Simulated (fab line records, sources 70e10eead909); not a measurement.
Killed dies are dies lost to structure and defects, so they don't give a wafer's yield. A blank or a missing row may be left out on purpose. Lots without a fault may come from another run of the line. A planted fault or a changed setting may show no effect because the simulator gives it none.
Chamber matching | flow nand_harc | NHARC_P_M2_CMP_23 on cmp-03: 4 sister chambers
The step polishes, t overpolish 20 s, target thk 144.3 nm. 18 wafers are shown with their chamber, then 9 later ones without.

WAFERS WITH THEIR CHAMBER
wafer  | chamber | motor_current_A (A) | time_to_endpoint_s (s) | slurry_filter_dp_kPa (kPa)
L307.1 | 3       | 11.5                | 25.1                   | 13.58
L307.2 | 2       | 12.7                | 29.2                   | 13.52
L307.4 | 1       | 12.9                | 28.9                   | 13.47
L308.3 | 0       | 11.6                | 26.4                   | 13.54
L308.5 | 1       | 13.2                | 30.5                   | 13.48
L308.6 | 2       | 13.1                | 25.9                   | 13.71
L310.1 | 1       | 13.3                | 31.6                   | 13.57
L310.2 | 2       | 12.8                | 29.4                   | 13.40
L310.3 | 0       | 11.4                | 28.7                   | 13.52
L315.1 | 2       | 14.4                | 23.0                   | 13.51
L315.4 | 1       | 13.3                | 25.9                   | 13.74
L315.5 | 0       | 11.4                | 25.7                   | 13.67
L317.2 | 2       | 13.5                | 28.1                   | 13.55
L317.5 | 1       | 12.9                | 27.1                   | 13.56
L317.6 | 0       | 11.8                | 27.8                   | 13.30
L316.2 | 1       | 14.1                | 29.5                   | 13.26
L316.3 | 0       | 10.9                | 31.0                   | 13.45
L316.4 | 3       | 11.9                | 30.2                   | 13.53

SIGNATURES (means of the wafers above)
reading              | chamber 0 | chamber 1 | chamber 2 | chamber 3 | scatter within a chamber
motor_current_A      | 11.420    | 13.283    | 13.300    | 11.700    | 0.493
time_to_endpoint_s   | 27.920    | 28.917    | 27.120    | 27.650    | 2.42
slurry_filter_dp_kPa | 13.4960   | 13.5133   | 13.5380   | 13.5550   | 0.133
Rule: a wafer's distance from a chamber is the root of the sum, over the readings, of the square of ((its reading less the chamber's mean) divided by the reading's scatter). The wafer belongs to the nearest chamber; if the next one is less than 2 further off, it can't be placed. The scatter: the root of (the sum of the squares of (reading less its chamber's mean) over the shown wafers, divided by (wafers less chambers)).

WAFERS WITHOUT THEIR CHAMBER
wafer  | motor_current_A (A) | time_to_endpoint_s (s) | slurry_filter_dp_kPa (kPa)
L324.1 | 13.3                | 29.6                   | 13.52
L324.2 | 10.7                | 29.0                   | 13.87
L324.3 | 11.0                | 27.3                   | 13.47
L328.1 | 11.4                | 29.2                   | 13.40
L328.3 | 13.7                | 34.0                   | 13.40
L328.6 | 11.6                | 29.8                   | 13.43
L329.2 | 13.6                | 31.7                   | 13.73
L329.4 | 12.9                | 29.7                   | 13.39
L329.5 | 11.1                | 29.6                   | 13.43

WHICH CHAMBER EACH WENT THROUGH
wafer  | from the rows above               | in truth
L324.1 | can't be placed: 1 or 2           | 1
L324.2 | can't be placed: 3 or 0           | 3
L324.3 | can't be placed: 0 or 3           | 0
L328.1 | can't be placed: 0 or 3           | 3
L328.3 | can't be placed: 1 or 2           | 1
L328.6 | can't be placed: 0 or 3           | 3
L329.2 | can't be placed: 1 or 2           | 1
L329.4 | can't be placed: 1 or 2 or 3 or 0 | 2
L329.5 | can't be placed: 0 or 3           | 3
Placed correctly: 0 of 9. Can't be placed from these rows: 9 (the true chamber is among the candidates in 9). Placed wrongly: 0.
